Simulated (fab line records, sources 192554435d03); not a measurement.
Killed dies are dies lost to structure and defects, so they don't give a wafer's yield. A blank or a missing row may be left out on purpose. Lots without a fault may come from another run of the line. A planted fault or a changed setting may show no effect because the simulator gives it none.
fab line records | flow n5_finfet
record lots=7 wafers=21
route steps=1938 shown BEOL_M5@1120 BEOL_M6@1224 BEOL_M7@1287 BEOL_M8@1374 BEOL_M9@1464
start_h: hours from the record's first day to the start of the lot's first wafer shown | wait_h: hours since the lot's step before | " the same as in the row above | L1.1+2: a row that stands for several wafers | - no value, or no start given | * or withheld: withheld | < > ~ a bound
route shown NAME@n: a module of which the file shows steps, and the number in the route of the first | usual: mean/standard deviation of fault-free wafers | same: alike in all rows | chamber/n: place in a boat | sites: the reading at each site | _std_site: their standard deviation | _edge_site: outer sites' mean less inner sites' | radius_mm: how far each site lies from the wafer's centre | mask NAME#n: copy n | behind: the tool/chamber that last shaped the wafer | hold: why the lot was held/for how many hours/how that ended | device: the transistor (n, p or np) that didn't switch | end of line: the same wafers' tests at the end of the route | a step without rows: its recipe alone | killed: dies lost to structure and defects at the first sort, not the wafer's yield | map: a wafer's dies, x killed, . not, _ none there
set.NAME: the setting as run; set.NAME@STEP: as run at that earlier step | model.NAME: the simulator's own value behind a step, which no gauge read
lots whose settings were changed on purpose; a table a step, a row a wafer
## steps
# step N5_BEOL_M5_COAT_05
# recipe resist=CAR-EUV spin_rpm=1500 resist_thk_nm=30
# columns lot.wafer tool chamber start_h wait_h set.spin_rpm model.CAR-EUV_of_BEOL_M5_COAT_05.thk_nm
L077.1+5 litho_track-03 0 - - 1393 31.4
L077.3 " 0 " " 1393 31.2
L078.1 litho_track-04 0 - - 1435 30.6
L078.2 " 0 " " 1500 30
L078.6 " 0 " " 1435 30.8
L079.2+5 litho_track-02 0 - - 1500 30.2
L079.3 " 0 " " 1500 30
L080.1 litho_track-02 0 - - 1601 29.2
L080.2 " 0 " " 1601 29
L080.6 " 0 " " 1500 30
L084.2+5+6 litho_track-03 0 - - 1500 30
L083.3+4+6 litho_track-03 0 - - 1500 30
L090.1 litho_track-04 0 - - 1616 29
L090.5 " 0 " " 1500 30
L090.6 " 0 " " 1616 28.8
# step N5_BEOL_M5_EBR_07
# recipe solvent=PGMEA ebr_width_mm=1.5
# step N5_BEOL_M5_SOFTBAKE_06
# recipe temp_c=110 time_s=60 resist=CAR-EUV
# step N5_BEOL_M5_EXPOSE_08
# recipe mask_id=M5 na=0.33 source_shape=annular sigma_inner=0.4 sigma_outer=0.8 polarization=unpolarized target_cd_nm=28 dose_mj=35.75
# step N5_BEOL_M5_PEB_09
# recipe peb_temp_c=100 peb_time_s=60 resist=CAR-EUV
# step N5_BEOL_M5_DEVELOP_10
# recipe develop_time_s=30 developer=TMAH resist=CAR-EUV rinse_liquid=surfactant_rinse dry=air_spin dev_temp_c=23
# columns lot.wafer tool chamber start_h wait_h set.spin_rpm@BEOL_M5_COAT_05 model.CAR-EUV_of_BEOL_M5_COAT_05.thk_nm
L077.1+3+5 litho_track-04 0 - - 1393 30.8
L078.1+6 litho_track-04 0 - - 1435 30.2
L078.2 " 0 " " 1500 29.6
L079.2+5 litho_track-02 0 - - 1500 29.8
L079.3 " 0 " " 1500 29.6
L080.1+2 litho_track-02 0 - - 1601 28.6
L080.6 " 0 " " 1500 29.6
L084.2+6 litho_track-04 0 - - 1500 29.6
L084.5 " 0 " " 1500 29.4
L083.3+4+6 litho_track-02 0 - - 1500 29.6
L090.1 litho_track-02 0 - - 1616 28.4
L090.5 " 0 " " 1500 29.6
L090.6 " 0 " " 1616 28.2
# step N5_BEOL_M5_DESCUM_16
# recipe chemistry=O2 time_s=7 source_power_w=50 bias_power_w=20 pressure_mtorr=20 rf_frequency_hz=2.712e+07 temp_c=40 resist=CAR-EUV o2_flow_sccm=225
# columns lot.wafer tool chamber start_h wait_h set.spin_rpm@BEOL_M5_COAT_05 model.CAR-EUV_of_BEOL_M5_COAT_05.thk_nm
L077.1+5 rie_diel-05 1,2 185.30 0.0 1393 27.4
L077.3 " 3 " " 1393 27.2
L078.1+6 rie_diel-02 0,1 185.99 0.0 1435 26.8
L078.2 " 2 " " 1500 26
L079.2+5 rie_diel-05 0 186.16 0.0 1500 26.2
L079.3 " 2 " " 1500 26
L080.1+2 rie_diel-02 3,0 204.71 0.0 1601 25.2
L080.6 " 1 " " 1500 26
L084.2+5+6 rie_diel-02 2,3,0 225.34 0.0 1500 26
L083.3+4 rie_diel-02 2,1 225.96 0.0 1500 26.2
L083.6 " 2 " " 1500 26
L090.1 rie_diel-02 1 263.47 0.1 1616 25
L090.5 " 0 " " 1500 26.2
L090.6 " 3 " " 1616 24.8
# step N5_BEOL_M6_EXPOSE_25
# recipe mask_id=V5 na=0.33 source_shape=annular sigma_inner=0.4 sigma_outer=0.8 polarization=unpolarized target_cd_nm=40 dose_mj=45
# columns lot.wafer tool chamber start_h wait_h mask set.dose_mj
L077.1+3 euv_scanner-02 0 200.49 - V5#0 48.24
L077.5 " 0 " " V5#0 45
L078.1 euv_scanner-02 0 200.54 - V5#0 45
L078.2+6 " 0 " " V5#0 43.54
L079.2+5 euv_scanner-01 0 202.61 - V5#0 42.25
L079.3 " 0 " " V5#0 45
L080.1 euv_scanner-02 0 217.26 - V5#0 45
L080.2+6 " 0 " " V5#0 47
L084.2+5 euv_scanner-01 0 237.99 - V5#0 45
L084.6 " 0 " " V5#0 42.11
L083.3+4+6 euv_scanner-01 0 241.86 - V5#0 45
L090.1+6 euv_scanner-02 0 282.88 - V5#0 41.7
L090.5 " 0 " " V5#0 45
# step N5_BEOL_M6_PEB_26
# recipe peb_temp_c=100 peb_time_s=60 resist=CAR-EUV
# step N5_BEOL_M6_DEVELOP_27
# recipe develop_time_s=30 developer=TMAH resist=CAR-EUV rinse_liquid=surfactant_rinse dry=air_spin dev_temp_c=23
# step N5_BEOL_M6_CD_MEAS_28
# recipe target_cd_nm=40 landing_energy_ev=500 detector=se_inlens
# usual cd_nm=40.09/0.24
# columns lot.wafer tool chamber start_h wait_h set.dose_mj@BEOL_M6_EXPOSE_25 cd_nm
L077.1 cd_sem-01 0 200.62 - 48.24 41.88
L077.3 " 0 " " 48.24 42.17
L077.5 " 0 " " 45 40.08
L078.1 cd_sem-01 0 200.67 - 45 40.08
L078.2 " 0 " " 43.54 40.04
L078.6 " 0 " " 43.54 39.48
L079.2 cd_sem-02 0 202.73 - 42.25 38.65
L079.3 " 0 " " 45 39.82
L079.5 " 0 " " 42.25 38.49
L080.1 cd_sem-02 0 217.39 - 45 40.03
L080.2 " 0 " " 47 40.87
L080.6 " 0 " " 47 41.24
L084.2 cd_sem-02 0 238.12 - 45 39.89
L084.5 " 0 " " 45 40.82
L084.6 " 0 " " 42.11 38.41
L083.3 cd_sem-01 0 241.98 - 45 40.09
L083.4 " 0 " " 45 40.12
L083.6 " 0 " " 45 39.83
L090.1 cd_sem-01 0 283.01 - 41.7 38.14
L090.5 " 0 " " 45 40.18
L090.6 " 0 " " 41.7 38.65
# step N5_BEOL_M6_DESCUM_33
# recipe chemistry=O2 time_s=7 source_power_w=50 bias_power_w=20 pressure_mtorr=20 rf_frequency_hz=2.712e+07 temp_c=40 resist=CAR-EUV o2_flow_sccm=225
# columns lot.wafer tool chamber start_h wait_h set.dose_mj@BEOL_M6_EXPOSE_25 model.BEOL_M6.cd_nm
L077.1+3 rie_diel-01 3,1 200.75 0.0 48.24 41.8
L077.5 " 0 " " 45 40
L078.1 rie_diel-01 3 201.14 0.4 45 40.4
L078.2+6 " 2,1 " " 43.54 39.2
L079.2 rie_diel-06 2 202.86 0.0 42.25 38.4
L079.3 " 3 " " 45 40
L079.5 " 1 " " 42.25 38.6
L080.1 rie_diel-01 1 217.55 0.1 45 39.8
L080.2 " 0 " " 47 40.8
L080.6 " 2 " " 47 41
L084.2 rie_diel-01 1 238.24 0.0 45 40
L084.5 " 0 " " 45 40.4
L084.6 " 3 " " 42.11 38.6
L083.3 rie_diel-01 3 242.10 0.0 45 40.4
L083.4+6 " 2,0 " " 45 40
L090.1 rie_diel-06 2 283.47 0.4 41.7 38
L090.5 " 1 " " 45 40
L090.6 " 0 " " 41.7 38.2
# step N5_BEOL_M6_ETCH_72
# recipe chemistry=N2/H2 target=underlayer target_depth_a=65 mask_material=CAR-EUV time_s=5.2 ion_energy_ev=200 pressure_mtorr=30 source_w=840 bias_w=150 n2_flow_sccm=200 h2_flow_sccm=200 ends=cleared
# step N5_BEOL_M6_ETCH_65
# recipe chemistry=CF4 target=SiARC target_depth_a=156 mask_material=CAR-EUV time_s=26 ion_energy_ev=80 pressure_mtorr=40 source_w=545 bias_w=36 Ar_flow_sccm=100 cf4_flow_sccm=100 ends=cleared
# columns lot.wafer tool chamber start_h wait_h set.dose_mj@BEOL_M6_EXPOSE_25 model.BEOL_M6.cd_nm
L077.1+3 rie_diel-01 3,1 200.80 0.0 48.24 41.8
L077.5 " 0 " " 45 40
L078.1 rie_diel-01 3 201.19 0.0 45 40.4
L078.2 " 2 " " 43.54 39.4
L078.6 " 1 " " 43.54 39.2
L079.2 rie_diel-06 2 202.91 0.0 42.25 38.4
L079.3 " 3 " " 45 40
L079.5 " 1 " " 42.25 38.6
L080.1 rie_diel-01 1 217.60 0.0 45 39.8
L080.2 " 0 " " 47 40.6
L080.6 " 2 " " 47 41
L084.2 rie_diel-01 1 238.29 0.0 45 40
L084.5 " 0 " " 45 40.2
L084.6 " 3 " " 42.11 38.6
L083.3 rie_diel-01 3 242.15 0.0 45 40.4
L083.4+6 " 2,0 " " 45 40
L090.1 rie_diel-06 2 283.52 0.0 41.7 38
L090.5 " 1 " " 45 40
L090.6 " 0 " " 41.7 38.2
# step N5_BEOL_M6_ETCH_66
# recipe chemistry=N2/H2 target=SOC target_depth_a=800 overetch_a=160 mask_material=SiARC temp_c=40 time_s=120 ion_energy_ev=200 pressure_mtorr=30 source_w=840 bias_w=150 n2_flow_sccm=200 h2_flow_sccm=200
# step N5_BEOL_M6_STRIP_69
# recipe chemistry=N2/H2 temp_c=40 n2_flow_sccm=200 h2_flow_sccm=200 rf_frequency_hz=6e+07
# step N5_BEOL_M6_STRIP_73
# recipe chemistry=N2/H2 temp_c=40 n2_flow_sccm=200 h2_flow_sccm=200 rf_frequency_hz=6e+07
# step N5_BEOL_M6_VIA_ETCH_34
# recipe chemistry=C4F6/O2 target=SiCOH_lowk target_depth_a=1263 mask_material=SOC taper_deg=4 time_s=50.9 ion_energy_ev=250 pressure_mtorr=30 source_w=345 bias_w=185 Ar_flow_sccm=300 C4F6_flow_sccm=10 O2_flow_sccm=10
# columns lot.wafer tool chamber start_h wait_h set.dose_mj@BEOL_M6_EXPOSE_25 model.BEOL_M6.cd_nm
L077.1 rie_diel-01 3 200.93 0.0 48.24 42
L077.3 " 1 " " 48.24 41.8
L077.5 " 0 " " 45 39.8
L078.1 rie_diel-01 3 201.32 0.0 45 40.2
L078.2+6 " 2,1 " " 43.54 39.4
L079.2+5 rie_diel-06 2,1 203.04 0.0 42.25 38.6
L079.3 " 3 " " 45 40.2
L080.1 rie_diel-01 1 217.73 0.0 45 40
L080.2 " 0 " " 47 40.6
L080.6 " 2 " " 47 41
L084.2 rie_diel-01 1 238.42 0.0 45 40
L084.5 " 0 " " 45 40.2
L084.6 " 3 " " 42.11 38.8
L083.3 rie_diel-01 3 242.28 0.0 45 40.4
L083.4 " 2 " " 45 40
L083.6 " 0 " " 45 39.8
L090.1 rie_diel-06 2 283.65 0.0 41.7 38.2
L090.5 " 1 " " 45 39.8
L090.6 " 0 " " 41.7 38
# step N5_BEOL_M7_COAT_63
# recipe resist=SOC temp_c=250 time_s=60 spin_rpm=1500 resist_thk_nm=60
# columns lot.wafer tool chamber start_h wait_h set.spin_rpm model.SOC_of_BEOL_M7_COAT_63.thk_nm
L077.1+3+5 litho_track-01 0 206.98 1.3 1500 60
L078.1+2 litho_track-01 0 209.45 2.6 1500 59.8
L078.6 " 0 " " 1500 59.6
L079.2 litho_track-03 0 209.45 1.6 1661 56.8
L079.3 " 0 " " 1661 57
L079.5 " 0 " " 1500 59.8
L080.1 litho_track-01 0 224.26 0.0 1500 60.2
L080.2 " 0 " " 1455 61
L080.6 " 0 " " 1500 60
L084.2 litho_track-02 0 245.18 1.1 1575 58.8
L084.5+6 " 0 " " 1500 60.2
L083.3+6 litho_track-03 0 248.50 0.7 1500 59.8
L083.4 " 0 " " 1500 60
L090.1 litho_track-02 0 289.67 0.0 1500 60
L090.5 " 0 " " 1334 63.8
L090.6 " 0 " " 1500 60.4
# step N5_BEOL_M7_COAT_71
# recipe resist=underlayer temp_c=205 time_s=60 spin_rpm=1500 resist_thk_nm=5
# columns lot.wafer tool chamber start_h wait_h set.spin_rpm
L077.1+3+5 litho_track-01 0 - - 1500
L078.1 litho_track-01 0 - - 1500
L078.2+6 " 0 " " 1653
L079.2+3+5 litho_track-03 0 - - 1500
L080.1+2+6 litho_track-01 0 - - 1500
L084.2+6 litho_track-02 0 - - 1378
L084.5 " 0 " " 1500
L083.3+4+6 litho_track-03 0 - - 1500
L090.1+5 litho_track-02 0 - - 1369
L090.6 " 0 " " 1500
# step N5_BEOL_M7_COAT_22
# recipe resist=CAR-EUV spin_rpm=1500 resist_thk_nm=30
# step N5_BEOL_M7_EBR_24
# recipe solvent=PGMEA ebr_width_mm=1.5
# step N5_BEOL_M7_DESCUM_33
# recipe chemistry=O2 time_s=7 source_power_w=50 bias_power_w=20 pressure_mtorr=20 rf_frequency_hz=2.712e+07 temp_c=40 resist=CAR-EUV o2_flow_sccm=225
# step N5_BEOL_M7_ETCH_72
# recipe chemistry=N2/H2 target=underlayer target_depth_a=65 mask_material=CAR-EUV time_s=5.2 ion_energy_ev=200 pressure_mtorr=30 source_w=840 bias_w=150 n2_flow_sccm=200 h2_flow_sccm=200 ends=cleared
# usual etch_rf_on_time_s=5.22/0.11
# columns lot.wafer tool chamber start_h wait_h set.spin_rpm@BEOL_M7_COAT_71 etch_rf_on_time_s model.etch.depth_nm
L077.1 rie_diel-05 0 207.68 0.0 1500 5.01 4.992
L077.3 " 3 " " 1500 5.08 5.004
L077.5 " 2 " " 1500 5.24 5.007
L078.1 rie_diel-05 1 210.04 0.0 1500 5.30 4.978
L078.2 " 0 " " 1653 4.87 4.76
L078.6 " 3 " " 1653 4.87 4.748
L079.2 rie_diel-02 0 210.08 0.0 1500 5.20 5.006
L079.3 " 3 " " 1500 5.24 5.007
L079.5 " 1 " " 1500 5.17 4.994
L080.1 rie_diel-04 2 224.85 0.0 1500 5.20 5.003
L080.2 " 3 " " 1500 5.01 4.985
L080.6 " 0 " " 1500 5.25 4.99
L084.2 rie_diel-05 3 245.74 0.0 1378 5.37 5.206
L084.5 " 3 " " 1500 5.06 4.994
L084.6 " 2 " " 1378 5.55 5.225
L083.3 rie_diel-04 0 249.06 0.0 1500 5.27 5.039
L083.4 " 2 " " 1500 5.25 5.03
L083.6 " 1 " " 1500 5.41 5.017
L090.1 rie_diel-04 0 290.16 0.0 1369 5.49 5.225
L090.5 " 2 " " 1369 5.43 5.226
L090.6 " 3 " " 1500 4.99 4.992
# step N5_BEOL_M7_ETCH_65
# recipe chemistry=CF4 target=SiARC target_depth_a=156 mask_material=CAR-EUV time_s=26 ion_energy_ev=80 pressure_mtorr=40 source_w=545 bias_w=36 Ar_flow_sccm=100 cf4_flow_sccm=100 ends=cleared
# step N5_BEOL_M7_ETCH_66
# recipe chemistry=N2/H2 target=SOC target_depth_a=800 overetch_a=160 mask_material=SiARC temp_c=40 time_s=120 ion_energy_ev=200 pressure_mtorr=30 source_w=840 bias_w=150 n2_flow_sccm=200 h2_flow_sccm=200
# columns lot.wafer tool chamber start_h wait_h set.spin_rpm@BEOL_M7_COAT_63 model.etch.depth_nm
L077.1 rie_diel-05 0 207.73 0.0 1500 59.92
L077.3 " 3 " " 1500 59.97
L077.5 " 2 " " 1500 59.98
L078.1 rie_diel-05 1 210.08 0.0 1500 59.76
L078.2 " 0 " " 1500 59.88
L078.6 " 3 " " 1500 59.65
L079.2 rie_diel-02 0 210.12 0.0 1661 56.8
L079.3 " 3 " " 1661 56.96
L079.5 " 1 " " 1500 59.89
L080.1 rie_diel-04 2 224.89 0.0 1500 60.23
L080.2 " 3 " " 1455 61.1
L080.6 " 0 " " 1500 59.99
L084.2 rie_diel-05 3 245.78 0.0 1575 58.86
L084.5 " 3 " " 1500 60.29
L084.6 " 2 " " 1500 60.15
L083.3 rie_diel-04 0 249.10 0.0 1500 59.85
L083.4 " 2 " " 1500 60.01
L083.6 " 1 " " 1500 59.75
L090.1 rie_diel-04 0 290.20 0.0 1500 59.99
L090.5 " 2 " " 1334 63.87
L090.6 " 3 " " 1500 60.33
# step N5_BEOL_M7_STRIP_69
# recipe chemistry=N2/H2 temp_c=40 n2_flow_sccm=200 h2_flow_sccm=200 rf_frequency_hz=6e+07
# step N5_BEOL_M7_STRIP_73
# recipe chemistry=N2/H2 temp_c=40 n2_flow_sccm=200 h2_flow_sccm=200 rf_frequency_hz=6e+07
# step N5_BEOL_M7_VIA_ETCH_34
# recipe chemistry=C4F6/O2 target=SiCOH_lowk target_depth_a=1255 mask_material=SOC taper_deg=4 time_s=50.5 ion_energy_ev=250 pressure_mtorr=30 source_w=345 bias_w=185 Ar_flow_sccm=300 C4F6_flow_sccm=10 O2_flow_sccm=10
# columns lot.wafer tool chamber start_h wait_h set.spin_rpm@BEOL_M7_COAT_63 model.SOC_of_BEOL_M7_COAT_63.thk_nm
L077.1 rie_diel-05 0 207.83 0.0 1500 53.8
L077.3 " 3 " " 1500 54
L077.5 " 2 " " 1500 54.2
L078.1+2 rie_diel-05 1,0 210.18 0.0 1500 53.8
L078.6 " 3 " " 1500 53.6
L079.2 rie_diel-02 0 210.22 0.0 1661 50.8
L079.3 " 3 " " 1661 51
L079.5 " 1 " " 1500 54
L080.1 rie_diel-04 2 224.99 0.0 1500 54.2
L080.2 " 3 " " 1455 54.8
L080.6 " 0 " " 1500 54
L084.2 rie_diel-05 3 245.88 0.0 1575 52.8
L084.5+6 " 3,2 " " 1500 54.2
L083.3+4 rie_diel-04 0,2 249.20 0.0 1500 53.8
L083.6 " 1 " " 1500 53.6
L090.1+6 rie_diel-04 0,3 290.30 0.0 1500 54
L090.5 " 2 " " 1334 57.8
# step N5_BEOL_M8_VIA_ETCH_34
# recipe chemistry=C4F6/O2 target=SiCOH_lowk target_depth_a=1255 mask_material=SOC taper_deg=4 time_s=50.5 ion_energy_ev=250 pressure_mtorr=30 source_w=345 bias_w=185 Ar_flow_sccm=300 C4F6_flow_sccm=10 O2_flow_sccm=10
# usual rf_vpp_V=666/9
# columns lot.wafer tool chamber start_h wait_h set.source_w rf_vpp_V model.etch.depth_nm
L077.1 rie_diel-03 3 215.51 0.0 345 669 126.2
L077.3 " 0 " " 383.8 633 131
L077.5 " 2 " " 345 667 123.9
L079.2 rie_diel-03 0 217.20 0.0 345 668 126
L079.3 " 3 " " 283.3 743 116.5
L079.5 " 2 " " 283.3 739 114.3
L078.1 rie_diel-06 1 217.31 0.0 404.4 626 131.9
L078.2 " 3 " " 345 673 122.5
L078.6 " 3 " " 404.4 621 131
L080.1 rie_diel-03 1 232.54 0.0 361.3 650 125.5
L080.2 " 0 " " 345 669 127.4
L080.6 " 2 " " 361.3 653 128
L084.2 rie_diel-03 3 254.43 0.0 345 671 125.4
L084.5 " 2 " " 345 667 123.5
L084.6 " 1 " " 345 665 122.8
L083.3 rie_diel-06 2 255.59 0.0 345 672 127.3
L083.4 " 3 " " 345 673 122.1
L083.6 " 0 " " 345 650 123.4
L090.1 rie_diel-03 3 300.64 0.0 328.4 687 125.1
L090.5 " 3 " " 345 670 127.7
L090.6 " 1 " " 345 664 124.1
# step N5_BEOL_M9_CMP_52
# recipe stop_on=SiCOH_lowk t_overpolish_s=7 down_force_psi=1 platen_rpm=50 clearing_platen_down_force_psi=1.5 clearing_platen_rpm=50 post_cmp_clean=cu_alkaline target_thk_nm=140 clearing_platen_pad_velocity_m_s=0.99484 pad_velocity_m_s=0.99484
# usual barrier_field_endpoint_s=28.9/0.6
# columns lot.wafer tool chamber start_h wait_h set.down_force_psi barrier_field_endpoint_s
L079.3 cmp-04 1 225.54 0.2 1 28.5
L079.2 " 0 " " 0.893 33.8
L079.5 " 2 " " 0.893 32.5
L077.1 cmp-04 0 226.29 0.3 0.8092 35.9
L077.3 " 2 " " 1 28.8
L077.5 " 1 " " 0.8092 35.4
L078.2 cmp-01 0 226.89 0.2 1 28.0
L078.1 " 3 " " 1 29.4
L078.6 " 1 " " 1 28.8
L080.2 cmp-04 3 245.59 0.2 1 29.5
L080.1 " 1 " " 0.8827 32.1
L080.6 " 3 " " 1 29.1
L084.2 cmp-02 3 266.39 0.3 0.9368 30.5
L084.5 " 1 " " 1 28.2
L084.6 " 2 " " 0.9368 31.1
L083.4 cmp-02 0 267.83 0.1 1 29.3
L083.3 " 1 " " 1 28.3
L083.6 " 0 " " 1 29.4
L090.1 cmp-02 1 311.31 0.3 1 28.5
L090.6 " 1 " " 1 28.5
L090.5 " 2 " " 1 28.1
# step N5_BEOL_M9_DEP_56
# recipe material=SiCN target_thk_a=150 temp_c=withheld precursor=3MS/NH3 pressure_torr=3 rf_w=202 time_s=26.5
# columns lot.wafer tool chamber start_h wait_h set.time_s model.SiCN_of_BEOL_M9_DEP_56.thk_nm
L079.2+3 pecvd-03 1,2 225.90 0.0 26.5 14.6
L079.5 " 2 " " 26.5 14.4
L077.1 pecvd-02 0 226.64 0.0 26.5 14.8
L077.3+5 " 1 " " 26.5 15
L078.1+2 pecvd-04 0,1 227.26 0.0 26.5 15.2
L078.6 " 0 " " 29.49 17
L080.1+2 pecvd-03 0,2 245.95 0.0 26.5 14.6
L080.6 " 1 " " 26.5 15
L084.2+5 pecvd-02 2,1 266.67 0.0 24.1 13.8
L084.6 " 0 " " 26.5 15.2
L083.3 pecvd-03 2 268.18 0.0 26.5 14.6
L083.4 " 1 " " 26.5 15.2
L083.6 " 0 " " 26.5 15
L090.1 pecvd-04 0 311.67 0.0 26.5 14.8
L090.5 " 1 " " 26.5 15.2
L090.6 " 2 " " 29.5 16.6
## key
split step=N5_BEOL_M5_COAT_05 setting=spin_rpm stated=1500 by=wafer
response step=N5_BEOL_M5_COAT_05 reading=model.CAR-EUV_of_BEOL_M5_COAT_05.thk_nm change=-0.142 per=1% r=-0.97
response step=N5_BEOL_M5_DEVELOP_10 reading=model.CAR-EUV_of_BEOL_M5_COAT_05.thk_nm change=-0.156 per=1% r=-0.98
response step=N5_BEOL_M5_DESCUM_16 reading=model.CAR-EUV_of_BEOL_M5_COAT_05.thk_nm change=-0.153 per=1% r=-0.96
split step=N5_BEOL_M6_EXPOSE_25 setting=dose_mj stated=45 by=wafer
response step=N5_BEOL_M6_CD_MEAS_28 reading=cd_nm change=+0.246 per=1% r=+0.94
response step=N5_BEOL_M6_DESCUM_33 reading=model.BEOL_M6.cd_nm change=+0.257 per=1% r=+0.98
response step=N5_BEOL_M6_ETCH_65 reading=model.BEOL_M6.cd_nm change=+0.25 per=1% r=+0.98
response step=N5_BEOL_M6_VIA_ETCH_34 reading=model.BEOL_M6.cd_nm change=+0.242 per=1% r=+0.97
split step=N5_BEOL_M7_COAT_63 setting=spin_rpm stated=1500 by=wafer
response step=N5_BEOL_M7_COAT_63 reading=model.SOC_of_BEOL_M7_COAT_63.thk_nm change=-0.297 per=1% r=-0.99
response step=N5_BEOL_M7_ETCH_66 reading=model.etch.depth_nm change=-0.306 per=1% r=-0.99
response step=N5_BEOL_M7_VIA_ETCH_34 reading=model.SOC_of_BEOL_M7_COAT_63.thk_nm change=-0.311 per=1% r=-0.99
split step=N5_BEOL_M7_COAT_71 setting=spin_rpm stated=1500 by=wafer
response step=N5_BEOL_M7_ETCH_72 reading=etch_rf_on_time_s change=* per=1% r=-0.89
response step=N5_BEOL_M7_ETCH_72 reading=model.etch.depth_nm change=-0.0249 per=1% r=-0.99
split step=N5_BEOL_M8_VIA_ETCH_34 setting=source_w stated=345 by=wafer
response step=N5_BEOL_M8_VIA_ETCH_34 reading=rf_vpp_V change=-3.46 per=1% r=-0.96
response step=N5_BEOL_M8_VIA_ETCH_34 reading=model.etch.depth_nm change=+0.522 per=1% r=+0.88
split step=N5_BEOL_M9_CMP_52 setting=down_force_psi stated=1 by=wafer
response step=N5_BEOL_M9_CMP_52 reading=barrier_field_endpoint_s change=-0.35 per=1% r=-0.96
split step=N5_BEOL_M9_DEP_56 setting=time_s stated=26.5 by=wafer
response step=N5_BEOL_M9_DEP_56 reading=model.SiCN_of_BEOL_M9_DEP_56.thk_nm change=+0.151 per=1% r=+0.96
